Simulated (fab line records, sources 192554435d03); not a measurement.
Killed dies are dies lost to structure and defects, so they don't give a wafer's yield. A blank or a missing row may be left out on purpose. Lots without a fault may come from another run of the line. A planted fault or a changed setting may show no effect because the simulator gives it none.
fab line records | flow n5_finfet
record lots=7 wafers=21
route steps=1938 shown BEOL_M6@1219 BEOL_M7@1263 BEOL_M9@1408 BEOL_M10@1477
start_h: hours from the record's first day to the start of the lot's first wafer shown | wait_h: hours since the lot's step before | " the same as in the row above | L1.1+2: a row that stands for several wafers | - no value, or no start given | * or withheld: withheld | < > ~ a bound
route shown NAME@n: a module of which the file shows steps, and the number in the route of the first | usual: mean/standard deviation of fault-free wafers | same: alike in all rows | chamber/n: place in a boat | sites: the reading at each site | _std_site: their standard deviation | _edge_site: outer sites' mean less inner sites' | radius_mm: how far each site lies from the wafer's centre | mask NAME#n: copy n | behind: the tool/chamber that last shaped the wafer | hold: why the lot was held/for how many hours/how that ended | device: the transistor (n, p or np) that didn't switch | end of line: the same wafers' tests at the end of the route | a step without rows: its recipe alone | killed: dies lost to structure and defects at the first sort, not the wafer's yield | map: a wafer's dies, x killed, . not, _ none there
set.NAME: the setting as run; set.NAME@STEP: as run at that earlier step | model.NAME: the simulator's own value behind a step, which no gauge read
lots whose settings were changed on purpose; a table a step, a row a wafer
## steps
# step N5_BEOL_M6_COAT_64
# recipe resist=SiARC temp_c=220 time_s=60 spin_rpm=1500 resist_thk_nm=12
# columns lot.wafer tool chamber start_h wait_h set.spin_rpm model.SiARC_of_BEOL_M6_COAT_64.thk_nm
L076.3+4 litho_track-05 0 - - 1661 11.4
L076.6 " 0 " " 1500 12
L078.2+3+5 litho_track-04 0 - - 1500 12
L081.1+5+6 litho_track-01 0 - - 1500 12
L082.1+4+5 litho_track-05 0 - - 1500 12
L083.1 litho_track-01 0 - - 1500 12
L083.4+6 " 0 " " 1594 11.6
L088.1+6 litho_track-05 0 - - 1598 11.6
L088.2 " 0 " " 1500 12
L093.1+4 litho_track-05 0 - - 1360 12.6
L093.5 " 0 " " 1500 12
# step N5_BEOL_M6_COAT_71
# recipe resist=underlayer temp_c=205 time_s=60 spin_rpm=1500 resist_thk_nm=5
# step N5_BEOL_M6_COAT_22
# recipe resist=CAR-EUV spin_rpm=1500 resist_thk_nm=30
# step N5_BEOL_M6_DESCUM_33
# recipe chemistry=O2 time_s=7 source_power_w=50 bias_power_w=20 pressure_mtorr=20 rf_frequency_hz=2.712e+07 temp_c=40 resist=CAR-EUV o2_flow_sccm=225
# step N5_BEOL_M6_ETCH_72
# recipe chemistry=N2/H2 target=underlayer target_depth_a=65 mask_material=CAR-EUV time_s=5.2 ion_energy_ev=200 pressure_mtorr=30 source_w=840 bias_w=150 n2_flow_sccm=200 h2_flow_sccm=200 ends=cleared
# step N5_BEOL_M6_ETCH_65
# recipe chemistry=CF4 target=SiARC target_depth_a=156 mask_material=CAR-EUV time_s=26 ion_energy_ev=80 pressure_mtorr=40 source_w=545 bias_w=36 Ar_flow_sccm=100 cf4_flow_sccm=100 ends=cleared
# columns lot.wafer tool chamber start_h wait_h set.spin_rpm@BEOL_M6_COAT_64 model.etch.depth_nm
L076.3+4 rie_diel-02 1,2 200.49 0.0 1661 11.42
L076.6 " 3 " " 1500 12.01
L078.2+5 rie_diel-02 2,1 207.57 0.0 1500 11.96
L078.3 " 1 " " 1500 11.99
L081.1 rie_diel-03 1 225.94 0.0 1500 11.98
L081.5 " 2 " " 1500 11.95
L081.6 " 3 " " 1500 11.97
L082.1+5 rie_diel-03 1,2 230.95 0.0 1500 11.98
L082.4 " 3 " " 1500 12.01
L083.1 rie_diel-06 3 233.70 0.0 1500 11.93
L083.4+6 " 0,3 " " 1594 11.59
L088.1 rie_diel-06 2 277.04 0.0 1598 11.69
L088.2 " 1 " " 1500 12.01
L088.6 " 1 " " 1598 11.64
L093.1 rie_diel-02 2 303.33 0.0 1360 12.63
L093.4 " 3 " " 1360 12.61
L093.5 " 0 " " 1500 11.98
# step N5_BEOL_M7_ILD_DEP_00
# recipe material=SiCOH_lowk target_thk_a=1797.5 temp_c=300 precursor=DEMS/porogen pressure_torr=5 rf_w=500 time_s=33.4
# columns lot.wafer tool chamber start_h wait_h set.time_s model.SiCOH_lowk_of_BEOL_M7_ILD_DEP_00.thk_nm
L076.3 pecvd-04 0 204.93 0.0 33.4 181.2
L076.4 " 2 " " 33.4 182.2
L076.6 " 0 " " 37.82 206.6
L078.2 pecvd-02 1 212.15 0.0 33.4 176
L078.3 " 1 " " 36.19 192.4
L078.5 " 0 " " 36.19 192
L081.1 pecvd-03 1 230.51 0.0 33.4 174.8
L081.5 " 1 " " 29.46 157.8
L081.6 " 0 " " 29.46 160.2
L082.1 pecvd-02 0 235.60 0.0 33.4 179.8
L082.4 " 1 " " 33.4 181.2
L082.5 " 0 " " 33.4 181
L083.1 pecvd-02 1 236.63 0.0 33.4 178.4
L083.4 " 0 " " 29.1 158
L083.6 " 1 " " 33.4 180.6
L088.1 pecvd-03 1 280.54 0.0 35.9 190.2
L088.2 " 2 " " 33.4 176.6
L088.6 " 1 " " 33.4 178.8
L093.1 pecvd-03 0 307.67 0.0 33.4 175.6
L093.4 " 2 " " 33.4 179
L093.5 " 0 " " 33.4 178.8
# step N5_BEOL_M7_CURE_74
# recipe temp_c=385 time_s=240 ambient=He/Ar material=SiCOH_lowk
# columns lot.wafer tool chamber start_h wait_h set.time_s@BEOL_M7_ILD_DEP_00 model.SiCOH_lowk_of_BEOL_M7_ILD_DEP_00.thk_nm
L076.3 uv_cure-03 2 205.16 0.2 33.4 156.2
L076.4 " 2 " " 33.4 157
L076.6 " 2 " " 37.82 178.4
L078.2 uv_cure-02 2 212.32 0.1 33.4 151.8
L078.3 " 2 " " 36.19 166.2
L078.5 " 2 " " 36.19 165.8
L081.1 uv_cure-03 2 230.58 0.0 33.4 150.6
L081.5 " 2 " " 29.46 135.8
L081.6 " 2 " " 29.46 138
L082.1 uv_cure-02 1 235.69 0.1 33.4 155
L082.4+5 " 1 " " 33.4 156.2
L083.1 uv_cure-01 2 236.71 0.1 33.4 153.8
L083.4 " 2 " " 29.1 136
L083.6 " 2 " " 33.4 155.8
L088.1 uv_cure-02 1 280.63 0.1 35.9 164.2
L088.2 " 1 " " 33.4 152.4
L088.6 " 1 " " 33.4 154.2
L093.1 uv_cure-01 1 307.77 0.1 33.4 151.4
L093.4 " 1 " " 33.4 154.4
L093.5 " 1 " " 33.4 154.2
# step N5_BEOL_M7_THK_MEAS_01
# recipe reads=SiCOH_lowk_of_BEOL_M7_ILD_DEP_00
# usual M7_ILD_THK=154.4/2.2
# columns lot.wafer tool chamber start_h wait_h set.time_s@BEOL_M7_ILD_DEP_00 M7_ILD_THK[nm]
L076.3 film_metro-01 - 205.51 0.3 33.4 156.2
L076.4 " - " " 33.4 157.1
L076.6 " - " " 37.82 178.6
L078.2 film_metro-01 - 212.75 0.4 33.4 151.7
L078.3 " - " " 36.19 166.0
L078.5 " - " " 36.19 165.7
L081.1 film_metro-01 - 231.57 0.8 33.4 150.7
L081.5 " - " " 29.46 135.9
L081.6 " - " " 29.46 137.9
L082.1 film_metro-01 - 236.20 0.4 33.4 155.1
L082.4 " - " " 33.4 156.3
L082.5 " - " " 33.4 156.1
L083.1 film_metro-02 - 237.23 0.4 33.4 153.7
L083.4 " - " " 29.1 135.9
L083.6 " - " " 33.4 155.8
L088.1 film_metro-01 - 281.63 0.8 35.9 164.1
L088.2 " - " " 33.4 152.2
L088.6 " - " " 33.4 154.1
L093.1 film_metro-01 - 308.28 0.4 33.4 151.5
L093.4 " - " " 33.4 154.5
L093.5 " - " " 33.4 154.3
# step N5_BEOL_M7_DESCUM_33
# recipe chemistry=O2 time_s=7 source_power_w=50 bias_power_w=20 pressure_mtorr=20 rf_frequency_hz=2.712e+07 temp_c=40 resist=CAR-EUV o2_flow_sccm=225
# columns lot.wafer tool chamber start_h wait_h set.time_s model.CAR-EUV_of_BEOL_M7_COAT_22.thk_nm
L076.3+4 rie_diel-04 1,2 208.83 0.2 6.356 26.2
L076.6 " 0 " " 7 26
L078.2+3 rie_diel-05 0,3 216.86 0.0 7.985 25.6
L078.5 " 2 " " 7 26
L081.1+6 rie_diel-01 1,0 234.06 0.0 7.596 25.8
L081.5 " 3 " " 7 26.2
L082.1+5 rie_diel-05 3,1 240.25 0.4 7 26.2
L082.4 " 1 " " 7 26
L083.1+6 rie_diel-04 1,3 240.65 0.5 7 26
L083.4 " 3 " " 7 26.2
L088.1 rie_diel-05 2 288.74 0.5 5.442 26.8
L088.2+6 " 0,3 " " 7 26.2
L093.1+5 rie_diel-04 1,0 312.49 0.1 7 26.2
L093.4 " 2 " " 7 26
# step N5_BEOL_M7_ETCH_72
# recipe chemistry=N2/H2 target=underlayer target_depth_a=65 mask_material=CAR-EUV time_s=5.2 ion_energy_ev=200 pressure_mtorr=30 source_w=840 bias_w=150 n2_flow_sccm=200 h2_flow_sccm=200 ends=cleared
# columns lot.wafer tool chamber start_h wait_h set.time_s@BEOL_M7_DESCUM_33 model.CAR-EUV_of_BEOL_M7_COAT_22.thk_nm
L076.3+4 rie_diel-04 1,2 208.87 0.0 6.356 20.6
L076.6 " 0 " " 7 20.2
L078.2 rie_diel-05 0 216.90 0.0 7.985 20
L078.3 " 3 " " 7.985 19.8
L078.5 " 2 " " 7 20.4
L081.1+6 rie_diel-01 1,0 234.10 0.0 7.596 20
L081.5 " 3 " " 7 20.4
L082.1+5 rie_diel-05 3,1 240.29 0.0 7 20.4
L082.4 " 1 " " 7 20.2
L083.1+6 rie_diel-04 1,3 240.68 0.0 7 20.2
L083.4 " 3 " " 7 20.4
L088.1 rie_diel-05 2 288.77 0.0 5.442 21.2
L088.2 " 0 " " 7 20.6
L088.6 " 3 " " 7 20.4
L093.1+4+5 rie_diel-04 1,2,0 312.52 0.0 7 20.4
# step N5_BEOL_M7_ETCH_65
# recipe chemistry=CF4 target=SiARC target_depth_a=156 mask_material=CAR-EUV time_s=26 ion_energy_ev=80 pressure_mtorr=40 source_w=545 bias_w=36 Ar_flow_sccm=100 cf4_flow_sccm=100 ends=cleared
# columns lot.wafer tool chamber start_h wait_h set.time_s@BEOL_M7_DESCUM_33 model.CAR-EUV_of_BEOL_M7_COAT_22.thk_nm
L076.3+4 rie_diel-04 1,2 208.88 0.0 6.356 11.4
L076.6 " 0 " " 7 11
L078.2 rie_diel-05 0 216.92 0.0 7.985 10.8
L078.3 " 3 " " 7.985 10.6
L078.5 " 2 " " 7 11
L081.1+6 rie_diel-01 1,0 234.11 0.0 7.596 10.8
L081.5 " 3 " " 7 11.2
L082.1 rie_diel-05 3 240.31 0.0 7 11.2
L082.4+5 " 1 " " 7 11
L083.1+4+6 rie_diel-04 1,3,3 240.70 0.0 7 11
L088.1 rie_diel-05 2 288.79 0.0 5.442 12
L088.2 " 0 " " 7 11.4
L088.6 " 3 " " 7 11.2
L093.1+5 rie_diel-04 1,0 312.54 0.0 7 11.2
L093.4 " 2 " " 7 11
# step N5_BEOL_M9_COAT_05
# recipe resist=CAR-ArF spin_rpm=1500 resist_thk_nm=90
# columns lot.wafer tool chamber start_h wait_h set.spin_rpm model.CAR-ArF_of_BEOL_M9_COAT_05.thk_nm
L076.3+6 litho_track-02 0 - - 1500 89.6
L076.4 " 0 " " 1500 89.4
L078.2 litho_track-02 0 - - 1657 85.8
L078.3 " 0 " " 1500 90.2
L078.5 " 0 " " 1657 85.6
L081.1 litho_track-05 0 - - 1374 94.2
L081.5 " 0 " " 1500 89.8
L081.6 " 0 " " 1374 94.4
L082.1+4 litho_track-05 0 - - 1500 90.2
L082.5 " 0 " " 1500 90
L083.1+4+6 litho_track-04 0 - - 1500 90.2
L088.1 litho_track-04 0 - - 1361 94.8
L088.2 " 0 " " 1500 90.2
L088.6 " 0 " " 1361 95
L093.1 litho_track-05 0 - - 1500 90.4
L093.4 " 0 " " 1500 90.8
L093.5 " 0 " " 1500 90.6
# step N5_BEOL_M9_EXPOSE_25
# recipe mask_id=V8 na=0.33 source_shape=annular sigma_inner=0.4 sigma_outer=0.8 polarization=unpolarized dose_mj=37.25
# columns lot.wafer tool chamber start_h wait_h mask set.dose_mj
L076.3+4+6 euv_scanner-01 0 225.40 - V8#0 37.25
L078.2 euv_scanner-01 0 233.50 - V8#0 37.25
L078.3+5 " 0 " " V8#0 35.58
L081.1+5 euv_scanner-02 0 250.67 - V8#0 37.25
L081.6 " 0 " " V8#0 36.18
L082.1+4+5 euv_scanner-02 0 256.25 - V8#0 37.25
L083.1 euv_scanner-02 0 256.29 - V8#0 37.25
L083.4+6 " 0 " " V8#0 39
L088.1+2+6 euv_scanner-01 0 304.80 - V8#0 37.25
L093.1 euv_scanner-01 0 329.80 - V8#0 38.06
L093.4+5 " 0 " " V8#0 37.25
# step N5_BEOL_M9_PEB_26
# recipe peb_temp_c=100 peb_time_s=60 resist=CAR-EUV
# step N5_BEOL_M9_DEVELOP_27
# recipe develop_time_s=30 developer=TMAH resist=CAR-EUV rinse_liquid=surfactant_rinse dry=air_spin dev_temp_c=23
# step N5_BEOL_M9_CD_MEAS_28
# recipe target_cd_nm=70 landing_energy_ev=500 detector=se_inlens polarity=opening
# usual cd_nm=69.90/0.24
# columns lot.wafer tool chamber start_h wait_h set.dose_mj@BEOL_M9_EXPOSE_25 cd_nm
L076.3 cd_sem-01 0 225.52 - 37.25 70.16
L076.4 " 0 " " 37.25 70.03
L076.6 " 0 " " 37.25 69.59
L078.2 cd_sem-03 0 233.62 - 37.25 69.79
L078.3 " 0 " " 35.58 68.60
L078.5 " 0 " " 35.58 68.49
L081.1 cd_sem-02 0 250.80 - 37.25 70.61
L081.5 " 0 " " 37.25 69.74
L081.6 " 0 " " 36.18 69.56
L082.1 cd_sem-02 0 256.38 - 37.25 70.01
L082.4 " 0 " " 37.25 69.90
L082.5 " 0 " " 37.25 69.80
L083.1 cd_sem-02 0 256.42 - 37.25 69.73
L083.4 " 0 " " 39 70.79
L083.6 " 0 " " 39 70.81
L088.1 cd_sem-01 0 304.93 - 37.25 69.51
L088.2 " 0 " " 37.25 69.87
L088.6 " 0 " " 37.25 69.93
L093.1 cd_sem-01 0 329.93 - 38.06 70.11
L093.4 " 0 " " 37.25 69.62
L093.5 " 0 " " 37.25 69.88
# step N5_BEOL_M10_COAT_05
# recipe resist=CAR-ArF spin_rpm=1500 resist_thk_nm=90
# columns lot.wafer tool chamber start_h wait_h set.spin_rpm model.CAR-ArF_of_BEOL_M10_COAT_05.thk_nm
L076.3 litho_track-01 0 - - 1500 89.8
L076.4 " 0 " " 1402 93
L076.6 " 0 " " 1500 90
L078.2+3 litho_track-02 0 - - 1624 87
L078.5 " 0 " " 1624 87.2
L081.1 litho_track-02 0 - - 1349 94.8
L081.5 " 0 " " 1349 95
L081.6 " 0 " " 1500 90
L082.1 litho_track-01 0 - - 1500 90.2
L082.4 " 0 " " 1500 90
L082.5 " 0 " " 1500 89.8
L083.1 litho_track-03 0 - - 1500 90.6
L083.4+6 " 0 " " 1500 90.4
L088.1 litho_track-01 0 - - 1500 90.6
L088.2 " 0 " " 1500 90.4
L088.6 " 0 " " 1607 87.4
L093.1 litho_track-02 0 - - 1500 90.2
L093.4 " 0 " " 1500 90
L093.5 " 0 " " 1500 90.4
# step N5_BEOL_M10_EXPOSE_08
# recipe mask_id=M10 na=1.35 source_shape=dipole sigma_inner=0.411 sigma_outer=0.611 polarization=te dose_mj=53.75
# columns lot.wafer tool chamber start_h wait_h mask set.dose_mj
L076.3+6 arfi_scanner-02 0 232.06 - M10#0 53.75
L076.4 " 0 " " M10#0 51.27
L078.2+3+5 arfi_scanner-02 0 238.29 - M10#0 53.75
L081.1 arfi_scanner-01 0 257.41 - M10#0 57.3
L081.5+6 " 0 " " M10#0 53.75
L082.1+4+5 arfi_scanner-02 0 260.56 - M10#0 53.75
L083.1 arfi_scanner-01 0 261.60 - M10#0 53.75
L083.4+6 " 0 " " M10#0 54.8
L088.1+2+6 arfi_scanner-01 0 311.81 - M10#0 57.75
L093.1+4+5 arfi_scanner-02 0 337.14 - M10#0 53.75
# step N5_BEOL_M10_PEB_09
# recipe peb_temp_c=withheld peb_time_s=60 resist=CAR-ArF
# step N5_BEOL_M10_DEVELOP_10
# recipe develop_time_s=30 developer=TMAH resist=CAR-ArF rinse_liquid=diw dry=air_spin dev_temp_c=23
# step N5_BEOL_M10_CD_MEAS_11
# recipe target_cd_nm=64.1 landing_energy_ev=500 detector=se_inlens polarity=opening
# usual cd_nm=64.4/0.59
# columns lot.wafer tool chamber start_h wait_h set.dose_mj@BEOL_M10_EXPOSE_08 cd_nm
L076.3 cd_sem-01 0 232.18 - 53.75 65.0
L076.4 " 0 " " 51.27 61.9
L076.6 " 0 " " 53.75 64.7
L078.2 cd_sem-02 0 238.41 - 53.75 64.7
L078.3 " 0 " " 53.75 64.4
L078.5 " 0 " " 53.75 64.3
L081.1 cd_sem-01 0 257.54 - 57.3 68.6
L081.5 " 0 " " 53.75 64.5
L081.6 " 0 " " 53.75 64.7
L082.1 cd_sem-01 0 260.69 - 53.75 64.5
L082.4 " 0 " " 53.75 64.4
L082.5 " 0 " " 53.75 64.9
L083.1 cd_sem-02 0 261.72 - 53.75 64.3
L083.4 " 0 " " 54.8 65.7
L083.6 " 0 " " 54.8 65.4
L088.1 cd_sem-01 0 311.94 - 57.75 67.6
L088.2 " 0 " " 57.75 68.7
L088.6 " 0 " " 57.75 68.6
L093.1 cd_sem-02 0 337.27 - 53.75 64.7
L093.4 " 0 " " 53.75 65.0
L093.5 " 0 " " 53.75 64.9
# step N5_BEOL_M10_HM_OPEN_17
# recipe chemistry=Cl2/BCl3 target_depth_a=200 overetch_a=60 target=TiN mask_material=SOC ion_energy_ev=150 pressure_mtorr=10 icp_w=1000 bias_w=126 Cl2_flow_sccm=53.25 bcl3_flow_sccm=21.75 Ar_flow_sccm=25
# step N5_BEOL_M10_STRIP_19
# recipe chemistry=O2 power_w=400 temp_c=40 pressure_mtorr=30 rf_frequency_hz=6e+07 bias_power_w=0 overash_fraction=0.2 o2_flow_sccm=225
# step N5_BEOL_M10_CD_MEAS_18
# recipe pitch_nm=140 target_cd_nm=70
# usual cd_nm=70.2/0.66
# columns lot.wafer tool chamber start_h wait_h set.dose_mj@BEOL_M10_EXPOSE_08 cd_nm
L076.3 cd_sem-03 - 232.88 0.1 53.75 70.5
L076.4 " - " " 51.27 67.9
L076.6 " - " " 53.75 71.1
L078.2 cd_sem-02 - 239.09 0.1 53.75 70.4
L078.3 " - " " 53.75 70.5
L078.5 " - " " 53.75 70.5
L081.1 cd_sem-03 - 260.21 0.0 57.3 74.4
L081.5 " - " " 53.75 70.6
L081.6 " - " " 53.75 70.2
L082.1 cd_sem-02 - 262.20 0.0 53.75 70.8
L082.4 " - " " 53.75 70.3
L082.5 " - " " 53.75 71.1
L083.1 cd_sem-01 - 262.71 0.0 53.75 69.6
L083.4 " - " " 54.8 71.1
L083.6 " - " " 54.8 70.8
L088.1 cd_sem-01 - 312.60 0.0 57.75 73.2
L088.2 " - " " 57.75 73.7
L088.6 " - " " 57.75 74.1
L093.1 cd_sem-02 - 337.81 0.0 53.75 70.8
L093.4 " - " " 53.75 70.6
L093.5 " - " " 53.75 70.0
# step N5_BEOL_M10_COAT_63
# recipe resist=SOC temp_c=250 time_s=60 spin_rpm=1500 resist_thk_nm=100
# step N5_BEOL_M10_COAT_64
# recipe resist=SiARC temp_c=220 time_s=60 spin_rpm=1500 resist_thk_nm=30
# step N5_BEOL_M10_PRECLEAN_42
# recipe chemistry=residue_remover time_s=60 temp_c=40
# step N5_BEOL_M10_SRD_43
# recipe time_s=30 temp_c=23 rinse_liquid=diw dry=ipa_marangoni
# step N5_BEOL_M10_CD_MEAS_35
# recipe target_cd_nm=70 polarity=opening
# usual cd_nm=70.3/0.67
# columns lot.wafer tool chamber start_h wait_h set.dose_mj@BEOL_M10_EXPOSE_08 cd_nm
L076.3 cd_sem-01 - 234.48 0.0 53.75 70.2
L076.4 " - " " 51.27 67.7
L076.6 " - " " 53.75 70.8
L078.2 cd_sem-03 - 240.45 0.0 53.75 70.1
L078.3 " - " " 53.75 70.7
L078.5 " - " " 53.75 70.9
L081.1 cd_sem-03 - 263.47 0.0 57.3 74.5
L081.5 " - " " 53.75 70.8
L081.6 " - " " 53.75 70.7
L083.1 cd_sem-01 - 264.24 0.0 53.75 69.6
L083.4 " - " " 54.8 71.3
L083.6 " - " " 54.8 71.1
L082.1 cd_sem-01 - 265.59 0.0 53.75 70.5
L082.4 " - " " 53.75 69.7
L082.5 " - " " 53.75 71.1
L088.1 cd_sem-02 - 315.26 0.0 57.75 73.5
L088.2 " - " " 57.75 73.8
L088.6 " - " " 57.75 74.3
L093.1 cd_sem-02 - 340.34 0.0 53.75 70.8
L093.4 " - " " 53.75 70.8
L093.5 " - " " 53.75 70.1
## key
split step=N5_BEOL_M6_COAT_64 setting=spin_rpm stated=1500 by=wafer
response step=N5_BEOL_M6_COAT_64 reading=model.SiARC_of_BEOL_M6_COAT_64.thk_nm change=-0.0604 per=1% r=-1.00
response step=N5_BEOL_M6_ETCH_65 reading=model.etch.depth_nm change=-0.0586 per=1% r=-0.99
split step=N5_BEOL_M7_ILD_DEP_00 setting=time_s stated=33.4 by=wafer
response step=N5_BEOL_M7_ILD_DEP_00 reading=model.SiCOH_lowk_of_BEOL_M7_ILD_DEP_00.thk_nm change=+1.69 per=1% r=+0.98
response step=N5_BEOL_M7_CURE_74 reading=model.SiCOH_lowk_of_BEOL_M7_ILD_DEP_00.thk_nm change=+1.47 per=1% r=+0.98
response step=N5_BEOL_M7_THK_MEAS_01 reading=M7_ILD_THK change=+1.48 per=1% r=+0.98
split step=N5_BEOL_M7_DESCUM_33 setting=time_s stated=7 by=wafer
response step=N5_BEOL_M7_DESCUM_33 reading=model.CAR-EUV_of_BEOL_M7_COAT_22.thk_nm change=-0.0285 per=1% r=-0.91
response step=N5_BEOL_M7_ETCH_72 reading=model.CAR-EUV_of_BEOL_M7_COAT_22.thk_nm change=-0.0349 per=1% r=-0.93
response step=N5_BEOL_M7_ETCH_65 reading=model.CAR-EUV_of_BEOL_M7_COAT_22.thk_nm change=-0.0316 per=1% r=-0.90
split step=N5_BEOL_M9_COAT_05 setting=spin_rpm stated=1500 by=wafer
response step=N5_BEOL_M9_COAT_05 reading=model.CAR-ArF_of_BEOL_M9_COAT_05.thk_nm change=-0.483 per=1% r=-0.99
split step=N5_BEOL_M9_EXPOSE_25 setting=dose_mj stated=37.25 by=wafer
response step=N5_BEOL_M9_CD_MEAS_28 reading=cd_nm change=+0.238 per=1% r=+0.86
split step=N5_BEOL_M10_COAT_05 setting=spin_rpm stated=1500 by=wafer
response step=N5_BEOL_M10_COAT_05 reading=model.CAR-ArF_of_BEOL_M10_COAT_05.thk_nm change=-0.47 per=1% r=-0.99
split step=N5_BEOL_M10_EXPOSE_08 setting=dose_mj stated=53.75 by=wafer
response step=N5_BEOL_M10_CD_MEAS_11 reading=cd_nm change=+0.616 per=1% r=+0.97
response step=N5_BEOL_M10_CD_MEAS_18 reading=cd_nm change=+0.613 per=1% r=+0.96
response step=N5_BEOL_M10_CD_MEAS_35 reading=cd_nm change=+0.591 per=1% r=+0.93
